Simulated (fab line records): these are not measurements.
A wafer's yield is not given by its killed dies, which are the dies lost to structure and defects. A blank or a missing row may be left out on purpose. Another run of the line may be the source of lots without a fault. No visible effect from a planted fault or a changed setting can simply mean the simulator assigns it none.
fab line records | flow nand-harc
record lots=14 | wafers=42 | last-day=24
route steps=1159 shown P_CONTACT@235 P_M0@261
lots with no fault: from the same line, run without faults
start-h: hours from the record's first day to the start of the lot's first wafer shown | wait-h: time in hours since the lot's previous step | " the same as in the row above | L1.1+2: one row covering several wafers at once | - no value, or no start given | * or withheld: withheld | < > ~ a bound
route shown NAME@n: NAME is a module with steps in the file, n the number in the route of the first one | usual: mean/standard deviation of fault-free wafers | same: alike in all rows | chamber/n: place in a boat | sites: the reading at each site | _std_site: standard deviation of those values | _edge_site: inner sites' mean taken away from outer sites' mean | radius-mm: for every site, how far away it sits from the centre of the wafer | mask NAME#n: copy n | behind: the last tool/chamber to shape the wafer | hold: the reason the lot was held/the length of the hold in hours/how it ended | device: whichever transistor did not switch (one of n, p or np) | end of line: at the end of the route, the tests of the same wafers | a step given without rows: its recipe and nothing more | killed: at the first sort, the dies lost to defects and structure; wafer yield is something else | map: a wafer's dies, x killed, . not, _ none there
set.NAME: the setting the step ran with; set.NAME@STEP: the setting that earlier step ran with | model.NAME: the simulator's own value behind a step, which no gauge read
route steps across a sampled set of lots; one table per step, one row per wafer
services: when a tool's chamber went out of use (start-h, in hours from the record's first day, below 0 if earlier), for how many hours, and the reason
## steps
# step NHARC_P_CONTACT_DESCUM_17
# recipe time-s=3 | o2-flow-sccm=200 | ar-flow-sccm=0 | bias-power-w=0 | chemistry=O2
# usual drypump-motor-current-A=5.7/0.33 | mfc-ar-sccm=0.012/0.015 | o2-flow-sccm=200.0/0.58 | oes-product-au=1.003/0.0096 | rf-vpp-V=57.8/0.86 | showerhead-plenum-p-Torr=1.89/0.07 | throttle-valve-pct=11.311/0.0089
lot.wafer | tool        | chamber | start-h | wait-h | drypump-motor-current-A | mfc-ar-sccm | o2-flow-sccm | oes-product-au | rf-hours-counter-h | rf-vpp-V | showerhead-plenum-p-Torr | throttle-valve-pct
L879.1    | rie-diel-11 | 1       | 114.53  | 0.1    | 6.1                     | 0           | 199.9        | 1.014          | 8                  | 56.4     | 1.88                     | 11.308
L879.2    | "           | 3       | "       | "      | 5.7                     | 0.045       | 201.1        | 1.011          | 9                  | 58.4     | 1.82                     | 11.312
L879.6    | "           | 1       | "       | "      | 6.1                     | 0           | 199.8        | 1.012          | -                  | 56.9     | 1.88                     | 11.335
L880.1    | rie-diel-04 | 0       | 121.14  | 0.1    | 5.7                     | 0.020       | 200.4        | 1.010          | 0                  | 58.0     | 1.88                     | 11.312
L880.3    | "           | 1       | "       | "      | 5.1                     | 0.029       | 199.6        | 1.022          | 0                  | 57.9     | 1.84                     | 11.301
L880.5    | "           | 1       | "       | "      | 5.1                     | 0.029       | 199.9        | 1.023          | -                  | 58.8     | 1.84                     | 11.308
L882.4    | rie-diel-11 | 1       | 124.17  | 0.1    | 6.1                     | 0           | 200.1        | 1.009          | 8                  | 58.5     | 1.88                     | 11.296
L882.2    | "           | 3       | "       | "      | 5.7                     | 0.045       | 200.6        | 1.008          | 10                 | 58.1     | 1.82                     | 11.296
L882.5    | "           | 1       | "       | "      | 6.1                     | 0           | 200.0        | 0.995          | -                  | 57.9     | 1.88                     | 11.311
L881.3    | rie-diel-11 | 1       | 127.35  | 0.1    | 6.1                     | 0           | 199.9        | 1.014          | 9                  | 58.3     | 1.88                     | 11.317
L881.2    | "           | 0       | "       | "      | 5.5                     | 0.026       | 200.2        | 1.011          | 9                  | 57.2     | 1.81                     | 11.301
L881.5    | "           | 2       | "       | "      | 5.6                     | 0.007       | 199.7        | 1.006          | -                  | 59.0     | 1.91                     | 11.306
L883.2    | rie-diel-08 | 1       | 136.94  | 0.1    | 5.8                     | 0           | 200.4        | 0.984          | 0                  | 57.6     | 2.05                     | 11.318
L883.6    | "           | 3       | "       | "      | 6.2                     | 0.013       | 200.4        | 0.986          | -                  | 58.2     | 1.88                     | 11.315
L883.5    | "           | 0       | "       | "      | 5.7                     | 0.001       | 199.4        | 0.986          | -                  | 58.4     | 1.89                     | 11.317
L885.4    | rie-diel-11 | 1       | 154.72  | 0.1    | 6.1                     | 0           | 198.8        | 1.016          | 13                 | 58.0     | 1.88                     | 11.305
L885.1    | "           | 0       | "       | "      | 5.5                     | 0.026       | 200.0        | 1.012          | 12                 | 57.5     | 1.81                     | 11.310
L885.5    | "           | 1       | "       | "      | 6.1                     | 0           | 198.5        | 1.013          | -                  | 58.4     | 1.88                     | 11.306
L888.3    | rie-diel-11 | 3       | 161.82  | 0.1    | 5.7                     | 0.045       | 200.9        | 1.009          | 15                 | 56.5     | 1.82                     | 11.324
L888.6    | "           | 1       | "       | "      | 6.1                     | 0           | 200.2        | 1.016          | -                  | 58.0     | 1.88                     | 11.307
L888.5    | "           | 2       | "       | "      | 5.6                     | 0.007       | 200.5        | 1.007          | -                  | 56.9     | 1.91                     | 11.313
L889.2    | rie-diel-11 | 3       | 166.37  | 0.1    | 5.6                     | 0.045       | 200.2        | 1.017          | 16                 | 58.5     | 1.82                     | 11.305
L889.4    | "           | 2       | "       | "      | 5.6                     | 0.007       | 200.0        | 1.010          | 15                 | 57.4     | 1.91                     | 11.318
L889.5    | "           | 3       | "       | "      | 5.6                     | 0.045       | 199.8        | 1.006          | -                  | 57.2     | 1.82                     | 11.319
L891.4    | rie-diel-08 | 2       | 190.02  | 0.1    | 5.1                     | 0           | 199.9        | 1.001          | 5                  | 56.9     | 1.98                     | 11.317
L891.2    | "           | 1       | "       | "      | 5.8                     | 0           | 200.6        | 0.987          | 5                  | 58.5     | 2.04                     | 11.311
L891.5    | "           | 3       | "       | "      | 6.3                     | 0.013       | 199.8        | 0.992          | -                  | 56.6     | 1.88                     | 11.306
L894.3    | rie-diel-11 | 0       | 204.38  | 0.1    | 5.5                     | 0.026       | 200.6        | 1.001          | 1                  | 59.0     | 1.81                     | 11.309
L894.4    | "           | 2       | "       | "      | 5.6                     | 0.007       | 199.7        | 1.003          | 1                  | 56.9     | 1.91                     | 11.307
L894.6    | "           | 0       | "       | "      | 5.5                     | 0.026       | 200.4        | 1.011          | -                  | 58.5     | 1.81                     | 11.330
L896.1    | rie-diel-11 | 3       | 211.90  | 0.1    | 5.7                     | 0.045       | 199.5        | 0.991          | 1                  | 57.6     | 1.82                     | 11.311
L896.2    | "           | 0       | "       | "      | 5.5                     | 0.026       | 200.5        | 1.012          | 1                  | 57.2     | 1.81                     | 11.313
L896.5    | "           | 0       | "       | "      | 5.5                     | 0.026       | 199.3        | 1.011          | -                  | 56.3     | 1.81                     | 11.306
L897.3    | rie-diel-08 | 1       | 218.78  | 0.1    | 5.8                     | 0           | 199.2        | 1.002          | 8                  | 58.3     | 2.04                     | 11.316
L897.1    | "           | 2       | "       | "      | 5.2                     | 0           | 199.7        | 1.005          | 8                  | 57.1     | 1.98                     | 11.312
L897.4    | "           | 3       | "       | "      | 6.2                     | 0.013       | 200.2        | 1.017          | 8                  | 56.5     | 1.88                     | 11.307
L900.2    | rie-diel-11 | 3       | 236.41  | 0.1    | 5.7                     | 0.045       | 200.7        | 0.982          | 3                  | 56.8     | 1.82                     | 11.293
L900.5    | "           | 1       | "       | "      | 6.1                     | 0           | 198.6        | 0.995          | -                  | 58.1     | 1.87                     | 11.308
L900.6    | "           | 2       | "       | "      | 5.6                     | 0.007       | 200.0        | 1.015          | -                  | 57.0     | 1.91                     | 11.338
L902.2    | rie-diel-11 | 1       | 248.42  | 0.1    | 6.1                     | 0           | 199.9        | 0.986          | 6                  | 57.7     | 1.87                     | 11.306
L902.1    | "           | 3       | "       | "      | 5.7                     | 0.045       | 199.4        | 0.987          | 5                  | 57.5     | 1.82                     | 11.310
L902.5    | "           | 1       | "       | "      | 6.1                     | 0           | 200.4        | 0.996          | -                  | 55.8     | 1.87                     | 11.313
# step NHARC_P_M0_PEB_07
# recipe peb-temp-c=100 | peb-time-s=65
# usual heater-power-total-W=156.7/0.4 | plate-temp-C=100.01/0.12
lot.wafer | tool           | chamber | start-h | wait-h | heater-power-total-W | plate-temp-C
L879.1    | litho-track-01 | 0       | 129.74  | 0.1    | 156.3                | 99.86
L879.2    | "              | 0       | "       | "      | 156.3                | 100.13
L879.6    | "              | 0       | "       | "      | 157.1                | 99.89
L880.1    | litho-track-04 | 0       | 133.92  | 0.1    | 157.2                | 100.10
L880.3    | "              | 0       | "       | "      | 156.1                | 100.09
L880.5    | "              | 0       | "       | "      | 156.8                | 100.04
L882.2    | litho-track-01 | 0       | 138.78  | 0.1    | 156.5                | 100.06
L882.4    | "              | 0       | "       | "      | 156.7                | 99.97
L882.5    | "              | 0       | "       | "      | 156.7                | 99.90
L881.2    | litho-track-04 | 0       | 139.42  | 0.1    | 156.5                | 99.87
L881.3    | "              | 0       | "       | "      | 157.0                | 100.07
L881.5    | "              | 0       | "       | "      | 156.1                | 99.85
L883.2    | litho-track-06 | 0       | 147.98  | 0.1    | 157.0                | 99.84
L883.5    | "              | 0       | "       | "      | 157.1                | 99.80
L883.6    | "              | 0       | "       | "      | 156.9                | 99.91
L885.1    | litho-track-04 | 0       | 158.64  | 0.1    | 163.3                | 103.14
L885.4    | "              | 0       | "       | "      | 163.9                | 103.22
L885.5    | "              | 0       | "       | "      | 163.3                | 103.27
L888.3    | litho-track-06 | 0       | 167.02  | 0.0    | 156.3                | 99.81
L888.5    | "              | 0       | "       | "      | 156.1                | 99.87
L888.6    | "              | 0       | "       | "      | 156.5                | 100.07
L889.2    | litho-track-04 | 0       | 170.41  | 0.1    | 163.1                | 103.10
L889.4    | "              | 0       | "       | "      | 163.6                | 103.06
L889.5    | "              | 0       | "       | "      | 163.0                | 103.22
L891.2    | litho-track-01 | 0       | 194.49  | 0.1    | 157.2                | 100.14
L891.4    | "              | 0       | "       | "      | 157.1                | 100.05
L891.5    | "              | 0       | "       | "      | 157.1                | 100.08
L894.3    | litho-track-06 | 0       | 214.41  | 0.0    | 156.1                | 100.17
L894.4    | "              | 0       | "       | "      | 157.2                | 100.01
L894.6    | "              | 0       | "       | "      | 156.2                | 100.14
L896.1    | litho-track-06 | 0       | 218.34  | 0.1    | 156.9                | 100.00
L896.2    | "              | 0       | "       | "      | 156.8                | 100.23
L896.5    | "              | 0       | "       | "      | 156.7                | 100.09
L897.1    | litho-track-01 | 0       | 222.93  | 0.1    | 156.3                | 100.04
L897.3    | "              | 0       | "       | "      | 157.1                | 99.82
L897.4    | "              | 0       | "       | "      | 157.1                | 99.87
L900.2    | litho-track-01 | 0       | 240.49  | 0.1    | 156.0                | 99.89
L900.5    | "              | 0       | "       | "      | 156.5                | 100.16
L900.6    | "              | 0       | "       | "      | 156.9                | 100.12
L902.1    | litho-track-06 | 0       | 252.21  | 0.1    | 157.2                | 99.89
L902.2    | "              | 0       | "       | "      | 156.2                | 100.01
L902.5    | "              | 0       | "       | "      | 156.7                | 100.00
# step NHARC_P_M0_CD_MEAS_09
# recipe target-cd-nm=90 | landing-energy-ev=500
# usual cd-nm=90.2/0.69
lot.wafer | tool      | chamber | start-h | wait-h | cd-nm
L879.1    | cd-sem-02 | 0       | 129.82  | -      | 90.4
L879.2    | "         | 0       | "       | "      | 90.1
L879.6    | "         | 0       | "       | "      | 89.9
L880.1    | cd-sem-02 | 0       | 134.00  | -      | 90.3
L880.3    | "         | 0       | "       | "      | 90.1
L880.5    | "         | 0       | "       | "      | 88.2
L882.2    | cd-sem-01 | 0       | 138.86  | -      | 90.6
L882.4    | "         | 0       | "       | "      | 90.7
L882.5    | "         | 0       | "       | "      | 90.9
L881.2    | cd-sem-01 | 0       | 139.50  | -      | 90.6
L881.3    | "         | 0       | "       | "      | 90.7
L881.5    | "         | 0       | "       | "      | 89.5
L883.2    | cd-sem-03 | 0       | 148.06  | -      | 89.8
L883.5    | "         | 0       | "       | "      | 89.2
L883.6    | "         | 0       | "       | "      | 90.1
L885.1    | cd-sem-03 | 0       | 158.72  | -      | 102.2
L885.4    | "         | 0       | "       | "      | 101.5
L885.5    | "         | 0       | "       | "      | 101.3
L888.3    | cd-sem-01 | 0       | 167.11  | -      | 88.8
L888.5    | "         | 0       | "       | "      | 89.7
L888.6    | "         | 0       | "       | "      | 88.6
L889.2    | cd-sem-01 | 0       | 170.49  | -      | 101.4
L889.4    | "         | 0       | "       | "      | 101.5
L889.5    | "         | 0       | "       | "      | 101.3
L891.2    | cd-sem-02 | 0       | 194.57  | -      | 90.4
L891.4    | "         | 0       | "       | "      | 89.6
L891.5    | "         | 0       | "       | "      | 90.4
L894.3    | cd-sem-03 | 0       | 214.49  | -      | 89.7
L894.4    | "         | 0       | "       | "      | 89.8
L894.6    | "         | 0       | "       | "      | 90.1
L896.1    | cd-sem-03 | 0       | 218.41  | -      | 89.9
L896.2    | "         | 0       | "       | "      | 90.2
L896.5    | "         | 0       | "       | "      | 90.7
L897.1    | cd-sem-03 | 0       | 223.01  | -      | 89.4
L897.3    | "         | 0       | "       | "      | 89.3
L897.4    | "         | 0       | "       | "      | 89.3
L900.2    | cd-sem-03 | 0       | 240.57  | -      | 90.9
L900.5    | "         | 0       | "       | "      | 90.7
L900.6    | "         | 0       | "       | "      | 89.8
L902.1    | cd-sem-03 | 0       | 252.29  | -      | 90.6
L902.2    | "         | 0       | "       | "      | 89.7
L902.5    | "         | 0       | "       | "      | 89.5
# step NHARC_P_M0_ETCH_15
# recipe target-depth-a=1500 | overetch-a=150 | time-s=82.5 | c4f8-flow-sccm=withheld | ar-flow-sccm=400 | rf-w=600 | bias-w=300 | chemistry=C4F8/Ar
# usual oes-product-au=0.953/0.019 | rf-fwd-power-W=594.8/2.4 | rf-vpp-V=442.4/2.6
lot.wafer | tool        | chamber | start-h | wait-h | oes-product-au | rf-fwd-power-W | rf-hours-counter-h | rf-vpp-V
L879.2    | rie-diel-07 | 2       | -       | -      | 0.964          | 593.0          | 3.8                | 446.5
L879.1    | "           | 3       | "       | "      | 0.963          | 597.4          | 4.0                | 437.2
L879.6    | "           | 2       | "       | "      | 0.960          | 592.9          | -                  | 446.2
L880.3    | rie-diel-07 | 1       | -       | -      | 0.924          | 595.2          | 3.9                | 445.7
L880.1    | "           | 2       | "       | "      | 0.930          | 591.9          | 4.3                | 444.8
L880.5    | "           | 0       | "       | "      | 0.920          | 594.1          | -                  | 442.6
L882.2    | rie-diel-10 | 0       | -       | -      | 0.958          | 594.5          | 8.0                | 439.8
L882.4    | "           | 1       | "       | "      | 0.955          | 591.7          | -                  | 444.8
L882.5    | "           | 3       | "       | "      | 0.971          | 593.7          | -                  | 443.3
L881.3    | rie-diel-07 | 3       | -       | -      | 0.951          | 594.6          | 4.6                | 437.7
L881.2    | "           | 2       | "       | "      | 0.966          | 597.0          | 4.6                | 445.1
L881.5    | "           | 0       | "       | "      | 0.949          | 594.1          | -                  | 441.3
L883.2    | rie-diel-10 | 1       | -       | -      | 0.947          | 590.5          | 9.3                | 443.5
L883.5    | "           | 0       | "       | "      | 0.976          | 590.8          | -                  | 437.4
L883.6    | "           | 1       | "       | "      | 0.954          | 592.7          | -                  | 444.1
L885.1    | rie-diel-07 | 0       | -       | -      | 0.958          | 596.7          | 5.1                | 442.7
L885.4    | "           | 2       | "       | "      | 0.959          | 594.4          | 6.2                | 443.8
L885.5    | "           | 3       | "       | "      | 0.965          | 595.8          | -                  | 437.2
L888.3    | rie-diel-02 | 1       | -       | -      | 0.962          | 596.7          | 0.8                | 442.6
L888.5    | "           | 1       | "       | "      | 0.957          | 595.1          | -                  | 441.8
L888.6    | "           | 3       | "       | "      | 0.958          | 596.9          | -                  | 440.2
L889.2    | rie-diel-10 | 3       | -       | -      | 0.990          | 593.4          | 9.7                | 441.9
L889.4    | "           | 2       | "       | "      | 0.972          | 598.9          | 9.1                | 445.1
L889.5    | "           | 3       | "       | "      | 0.966          | 594.2          | -                  | 443.4
L891.4    | rie-diel-07 | 2       | -       | -      | 0.928          | 593.8          | 9.3                | 446.7
L891.2    | "           | 3       | "       | "      | 0.921          | 595.2          | 8.4                | 437.7
L891.5    | "           | 1       | "       | "      | 0.916          | 593.7          | -                  | 446.1
L894.4    | rie-diel-10 | 2       | -       | -      | 0.937          | 591.6          | 0.6                | 444.2
L894.3    | "           | 0       | "       | "      | 0.961          | 592.2          | 2.3                | 439.5
L894.6    | "           | 1       | "       | "      | 0.919          | 587.8          | -                  | 442.9
L896.2    | rie-diel-07 | 0       | -       | -      | 0.928          | 595.1          | 8.3                | 441.1
L896.1    | "           | 1       | "       | "      | 0.921          | 597.0          | 8.6                | 445.5
L896.5    | "           | 3       | "       | "      | 0.929          | 596.3          | -                  | 438.4
L897.3    | rie-diel-02 | 2       | -       | -      | 0.966          | 597.6          | 3.4                | 442.7
L897.4    | "           | 3       | "       | "      | 0.981          | 593.7          | 4.2                | 440.1
L897.1    | "           | 1       | "       | "      | 0.959          | 595.3          | 4.7                | 443.2
L900.2    | rie-diel-02 | 0       | -       | -      | 0.953          | 593.8          | 5.9                | 442.1
L900.6    | "           | 0       | "       | "      | 0.953          | 595.0          | -                  | 443.3
L900.5    | "           | 1       | "       | "      | 0.951          | 596.2          | -                  | 441.6
L902.1    | rie-diel-10 | 1       | -       | -      | 0.950          | 591.3          | 5.1                | 444.5
L902.2    | "           | 2       | "       | "      | 0.973          | 593.7          | 3.8                | 446.3
L902.5    | "           | 2       | "       | "      | 0.971          | 592.6          | -                  | 445.4
# step NHARC_P_M0_STRIP_18
# recipe power-w=1000 | n2-flow-sccm=150 | h2-flow-sccm=150 | ar-flow-sccm=0 | bias-w=0 | chemistry=N2/H2
# usual drypump-motor-current-A=5.7/0.33 | mfc-ar-sccm=0.006/0.0081 | oes-product-au=0.997/0.008 | rf-fwd-power-W=997/3.2 | rf-vpp-V=91.0/0.98 | showerhead-plenum-p-Torr=2.10/0.087 | throttle-valve-pct=14.172/0.0094
lot.wafer | tool        | chamber | start-h | wait-h | drypump-motor-current-A | mfc-ar-sccm | oes-product-au | rf-fwd-power-W | rf-hours-counter-h | rf-vpp-V | showerhead-plenum-p-Torr | throttle-valve-pct
L879.2    | rie-diel-10 | 2       | 130.40  | 0.1    | 6.3                     | 0.007       | 0.990          | 995            | 7                  | 91.8     | 2.19                     | 14.170
L879.1    | "           | 0       | "       | "      | 5.7                     | 0.009       | 0.994          | 995            | 7                  | 88.8     | 1.95                     | 14.164
L879.6    | "           | 2       | "       | "      | 6.3                     | 0.007       | 0.986          | 993            | -                  | 91.4     | 2.19                     | 14.175
L880.1    | rie-diel-10 | 2       | 134.59  | 0.1    | 6.3                     | 0.007       | 0.980          | 996            | 7                  | 92.2     | 2.19                     | 14.157
L880.3    | "           | 3       | "       | "      | 5.2                     | 0           | 1.009          | 993            | 7                  | 91.9     | 2.13                     | 14.179
L880.5    | "           | 1       | "       | "      | 5.9                     | 0.001       | 0.994          | 996            | -                  | 91.1     | 2.18                     | 14.162
L882.2    | rie-diel-10 | 0       | 139.56  | 0.1    | 5.6                     | 0.009       | 0.992          | 1002           | 8                  | 89.8     | 1.95                     | 14.176
L882.5    | "           | 1       | "       | "      | 5.9                     | 0.001       | 0.986          | 990            | -                  | 91.6     | 2.18                     | 14.166
L882.4    | "           | 0       | "       | "      | 5.6                     | 0.009       | 0.987          | 996            | -                  | 90.0     | 1.95                     | 14.188
L881.2    | rie-diel-10 | 3       | 140.08  | 0.1    | 5.2                     | 0           | 1.016          | 998            | 8                  | 91.4     | 2.13                     | 14.177
L881.3    | "           | 1       | "       | "      | 5.9                     | 0.001       | 0.994          | 995            | 8                  | 90.7     | 2.18                     | 14.170
L881.5    | "           | 2       | "       | "      | 6.3                     | 0.007       | 0.995          | 1000           | -                  | 92.2     | 2.19                     | 14.165
L883.2    | rie-diel-07 | 3       | 148.68  | 0.1    | 5.3                     | 0           | 0.983          | 996            | 6                  | 89.1     | 1.93                     | 14.169
L883.5    | "           | 1       | "       | "      | 5.3                     | 0.015       | 0.995          | 999            | -                  | 92.4     | 2.20                     | 14.187
L883.6    | "           | 2       | "       | "      | 5.4                     | 0           | 0.994          | 996            | -                  | 91.5     | 2.21                     | 14.178
L885.1    | rie-diel-10 | 0       | 159.32  | 0.1    | 5.7                     | 0.009       | 0.996          | 991            | 10                 | 90.3     | 1.95                     | 14.173
L885.4    | "           | 2       | "       | "      | 6.3                     | 0.007       | 0.985          | 996            | 8                  | 91.6     | 2.19                     | 14.156
L885.5    | "           | 3       | "       | "      | 5.2                     | 0           | 0.997          | 998            | -                  | 92.4     | 2.13                     | 14.166
L888.3    | rie-diel-07 | 3       | 167.76  | 0.1    | 5.4                     | 0           | 0.992          | 998            | 7                  | 90.5     | 1.93                     | 14.167
L888.5    | "           | 1       | "       | "      | 5.3                     | 0.015       | 0.994          | 998            | -                  | 92.0     | 2.20                     | 14.154
L888.6    | "           | 2       | "       | "      | 5.4                     | 0           | 0.997          | 994            | -                  | 91.8     | 2.21                     | 14.170
L889.4    | rie-diel-02 | 1       | 171.11  | 0.1    | 5.7                     | 0.021       | 1.002          | 992            | 1                  | 91.3     | 2.08                     | 14.188
L889.2    | "           | 2       | "       | "      | 5.9                     | 0           | 0.996          | 997            | 0                  | 91.1     | 2.12                     | 14.164
L889.5    | "           | 3       | "       | "      | 5.7                     | 0.020       | 1.004          | 992            | -                  | 91.4     | 2.03                     | 14.148
L891.2    | rie-diel-10 | 1       | 195.20  | 0.1    | 5.9                     | 0.001       | 0.990          | 999            | 1                  | 92.4     | 2.18                     | 14.160
L891.4    | "           | 3       | "       | "      | 5.2                     | 0           | 0.994          | 999            | -                  | 91.1     | 2.13                     | 14.166
L891.5    | "           | 1       | "       | "      | 5.9                     | 0.001       | 0.999          | 999            | -                  | 91.9     | 2.18                     | 14.169
L894.3    | rie-diel-02 | 0       | 215.05  | 0.1    | 6.2                     | 0           | 1.002          | 1005           | 4                  | 92.0     | 2.13                     | 14.173
L894.4    | "           | 2       | "       | "      | 5.9                     | 0           | 0.997          | 997            | 3                  | 90.0     | 2.12                     | 14.167
L894.6    | "           | 0       | "       | "      | 6.2                     | 0           | 0.999          | 1001           | -                  | 89.1     | 2.13                     | 14.173
L896.1    | rie-diel-02 | 0       | 219.03  | 0.1    | 6.2                     | 0           | 1.004          | 1001           | 4                  | 91.3     | 2.13                     | 14.169
L896.2    | "           | 1       | "       | "      | 5.6                     | 0.021       | 0.991          | 1004           | 5                  | 91.1     | 2.08                     | 14.188
L896.5    | "           | 3       | "       | "      | 5.7                     | 0.020       | 0.998          | 998            | -                  | 89.8     | 2.03                     | 14.175
L897.1    | rie-diel-02 | 0       | 223.58  | 0.1    | 6.2                     | 0           | 0.995          | 1002           | 5                  | 90.8     | 2.13                     | 14.173
L897.3    | "           | 1       | "       | "      | 5.6                     | 0.021       | 0.988          | 997            | 5                  | 91.3     | 2.08                     | 14.175
L897.4    | "           | 2       | "       | "      | 5.9                     | 0           | 1.000          | 996            | 3                  | 89.5     | 2.12                     | 14.188
L900.2    | rie-diel-07 | 0       | 241.13  | 0.1    | 5.8                     | 0           | 1.010          | 993            | 0                  | 91.4     | 2.07                     | 14.168
L900.5    | "           | 0       | "       | "      | 5.8                     | 0           | 0.998          | 996            | -                  | 91.0     | 2.07                     | 14.186
L900.6    | "           | 1       | "       | "      | 5.3                     | 0.015       | 1.000          | 994            | -                  | 91.3     | 2.20                     | 14.163
L902.2    | rie-diel-10 | 2       | 252.87  | 0.1    | 6.3                     | 0.007       | 1.001          | 998            | 4                  | 92.2     | 2.19                     | 14.171
L902.1    | "           | 1       | "       | "      | 5.9                     | 0.001       | 0.990          | 996            | 5                  | 90.4     | 2.18                     | 14.179
L902.5    | "           | 2       | "       | "      | 6.3                     | 0.007       | 0.996          | 1002           | -                  | 91.0     | 2.19                     | 14.161
## services
tool           | chamber | start-h | hours | kind
litho-track-01 | -       | 93.00   | 7.0   | pm
rie-diel-11    | 0       | 100.31  | 6.5   | repair
rie-diel-10    | 0       | 106.58  | -     | clean
rie-diel-10    | 1       | 106.58  | -     | clean
rie-diel-08    | 0       | 110.29  | 4.6   | repair
rie-diel-04    | -       | 112.06  | 9.0   | pm
rie-diel-10    | 2       | 112.53  | 4.0   | repair
litho-track-06 | -       | 117.00  | 7.0   | pm
rie-diel-08    | -       | 124.80  | 9.0   | pm
rie-diel-02    | 2       | 125.84  | 5.7   | repair
rie-diel-10    | 2       | 134.76  | 5.2   | repair
rie-diel-11    | 0       | 138.16  | 2.9   | repair
litho-track-04 | -       | 141.00  | 7.0   | pm
rie-diel-04    | 2       | 141.44  | 6.3   | repair
rie-diel-02    | -       | 150.70  | 9.0   | pm
rie-diel-07    | 3       | 176.04  | 5.4   | repair
rie-diel-10    | -       | 176.50  | 9.0   | pm
rie-diel-11    | -       | 189.63  | 9.0   | pm
rie-diel-10    | 2       | 191.69  | 14.2  | repair
rie-diel-04    | 0       | 201.75  | 5.7   | repair
rie-diel-08    | 0       | 215.45  | 2.0   | repair
rie-diel-04    | 1       | 221.44  | 12.1  | repair
rie-diel-08    | 1       | 224.33  | 3.2   | repair
rie-diel-07    | -       | 228.20  | 9.0   | pm
## key
first-sign step=NHARC_P_M0_PEB_07 | reading=plate-temp-C | direction=up | sigmas=26 | usual=* | struck=*
effect step=NHARC_P_M0_PEB_07 | reading=heater-power-total-W | direction=up | sigmas=17 | usual=* | struck=*
effect step=NHARC_P_M0_CD_MEAS_09 | reading=cd-nm | direction=up | sigmas=16 | usual=90.2 | struck=101.5
met-at NHARC_P_M0_PEB_07
struck-lots L885,L889
rows-end L885.1,L885.4,L885.5
sort-left-out L889.2,L889.4,L889.5
not-acting-at NHARC_P_CONTACT_DESCUM_17,NHARC_P_M0_ETCH_15,NHARC_P_M0_STRIP_18
onset-between 139.42 158.64
fault kind=process-parameter-drift | tool=litho-track-04 | chamber=- | onset-h=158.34 | steps=NHARC_P_M0_PEB_07 | channel=peb-temp-c | offset=* | shape=step | acts-in=* | stated=*
# sort-left-out: the simulated sort isn't trusted on such a fault, so these wafers' sort isn't shown, and their yield isn't known
# rows-end: these wafers met a further fault down the route, and their rows from its step on are left out
